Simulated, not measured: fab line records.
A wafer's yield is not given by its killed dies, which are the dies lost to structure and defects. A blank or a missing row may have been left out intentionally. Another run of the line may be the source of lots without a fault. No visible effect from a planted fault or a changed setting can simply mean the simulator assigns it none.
A lot that was struck, set against a sound lot	flow n5 finfet	25 steps out of a route of 1938
Sound: wafers L642.1, L642.2, L642.5. Wafers L636.4, L636.5, L636.6 were the ones struck. At the end, the cause is stated.
For every step that has rows: the tool of each side, followed by ch and its chambers, followed by its first start. Under that, the readings that differ: sound wafers	struck wafers	difference of the means	sigmas: that difference in standard deviations of wafers without a fault.
alike: a reading whose means differ by less than 2 such deviations, as well as words and numbers matching on both sides. not compared: withheld readings; readings where some wafer has no value; bounds like >300 that might hide an equal value; numbers whose values overlap and for which the record gives no deviation.
The two part at a step that has a row with sigmas, a row that says differs or no value, or rows on one side only. Non-overlapping numbers with no deviation appear without sigmas and do not part them. A reading missing from all wafers of one side parts the sides only when that side holds two or more wafers.

first, 9 steps without rows for these wafers: N5_MOL_CONTACT_COAG_EBR_80; N5_MOL_CONTACT_COAG_SOFTBAKE_79 (time 60 s); N5_MOL_CONTACT_COAG_EXPOSE_81 (exposes mask VG, defocus 0 nm); N5_MOL_CONTACT_COAG_PEB_82 (peb time 60 s); N5_MOL_CONTACT_COAG_DEVELOP_83 (develop time 30 s); N5_MOL_CONTACT_COAG_DESCUM_88 (chemistry O2, time 7 s); N5_MOL_CONTACT_COAG_ETCH_89 (etches underlayer in N2/H2, target depth 13 nm, time 10.4 s); N5_MOL_CONTACT_COAG_ETCH_90 (etches SiARC in CF4, target depth 13 nm, time 21.7 s); N5_MOL_CONTACT_COAG_ALD_131 (deposits SiO2, target thk 5 nm, pulse time 1 s, co reactant pulse time 1 s).
N5_MOL_CONTACT_COAG_ETCHBACK_132: etches SiO2 in CHF3, target depth 10 nm, time 6.7 s.
  sound on rie diel-04 ch 1,2, day 8 17:58; struck on rie diel-04 ch 1,2,3, day 7 02:26
  no value came back on the struck wafers for any of 7 readings (CHF3_flow_sccm (sccm), bias w (W) and others); on the sound wafers CHF3_flow_sccm (sccm) reads 49.88 50.24 49.99
reading	sound	struck	difference	sigmas
model.CAR-EUV_of_MOL_CONTACT_COAG_COAT_78.thk nm (nm)	15.4 15.4 15.2	17.2 17.2 17.2	+1.9	
  not compared: rf hours counter h
N5_MOL_CONTACT_COAG_ETCH_91: etches SOC in N2/H2, target depth 60 nm, overetch 21 nm, time 101.2 s.
  sound on rie diel-04 ch 1,2, day 8 17:59; struck on rie diel-04 ch 1,2,3, day 7 02:28
reading	sound	struck	difference	sigmas
oes product au (a.u.)	0.61 0.70 0.60	0.26 0.33 0.27	-0.35	-5
  alike: drypump motor current A, rf vpp V, showerhead plenum p Torr, throttle valve pct
  not compared: rf hours counter h
then, 6 steps without rows for these wafers: N5_MOL_CONTACT_COAG_STRIP_92 (strips in N2/H2); N5_MOL_CONTACT_COAG_STRIP_93 (strips in N2/H2); N5_MOL_CONTACT_COAG_ETCHBACK_135 (etches SiO2 in CHF3, target depth 25 nm, time 16.7 s); N5_MOL_CONTACT_COAG_STRIP_118 (strips in CHF3); N5_MOL_CONTACT_COAG_VIA_ETCH_46 (etches SiO2 in C4F6/O2, target depth 46 nm, overetch 9.2 nm, time 40 s); N5_MOL_CONTACT_COAG_STRIP_96 (strips in N2/H2).
N5_MOL_CONTACT_COAG_ETCH_47: etches SiNx in CH3F/O2, stops on W, target depth 27 nm.
  sound on rie diel-04 ch 1,2, day 8 18:13; struck on rie diel-04 ch 1,2,3, day 7 02:41
reading	sound	struck	difference	sigmas
etch rf on time s (s)	30.8 30.2 31.3	50.8 50.8 50.8	+20.0	+42
oes product au (a.u.)	0.64 0.77 0.64	0.26 0.32 0.28	-0.40	-5
model.etch.over etch s (s)	5.138 5.03 5.209	0 0 0	-5	
  alike: drypump motor current A, rf vpp V, showerhead plenum p Torr, throttle valve pct
  not compared: rf hours counter h
then, 3 steps without rows for these wafers: N5_MOL_CONTACT_COAG_STRIP_119 (strips in N2/H2, time 30 s); N5_MOL_CONTACT_COAG_PRECLEAN_144 (cleans in alkaline clean, time 60 s); N5_MOL_CONTACT_COAG_SRD_145 (time 30 s).
N5_MOL_CONTACT_COAG_CD_MEAS_137: the cd target is 16 nm.
  sound on cd sem-03, day 8 18:27; struck on cd sem-03, day 7 02:55
reading	sound	struck	difference	sigmas
cd nm (nm)	15.7 15.8 15.4	- - -	no value on the struck wafers	
then, 1 step without rows for these wafers: N5_MOL_CONTACT_COAG_COAT_62 (time 60 s, resist thk 60 nm).
N5_BEOL_M4_RC_MEAS_101:
  the record has rows for the sound wafers here (prober-01 ch 0, day 11 12:37) and none for the struck ones
-- here the record skips 8 days between the struck wafers' starts before and after, leaving off in module BEOL_M4 and picking up in module PASSIVATION (first step shown: number 1936 of the route) --
N5_PASSIVATION_PROBE_49:
  record: rows for the struck wafers here (prober-01, day 14 18:09), none for the sound ones

== WHERE THEY PART ==
At N5_MOL_CONTACT_COAG_ETCHBACK_132 first; at N5_PASSIVATION_PROBE_49 last (within this record only).

WHY: the cause the simulator had injected
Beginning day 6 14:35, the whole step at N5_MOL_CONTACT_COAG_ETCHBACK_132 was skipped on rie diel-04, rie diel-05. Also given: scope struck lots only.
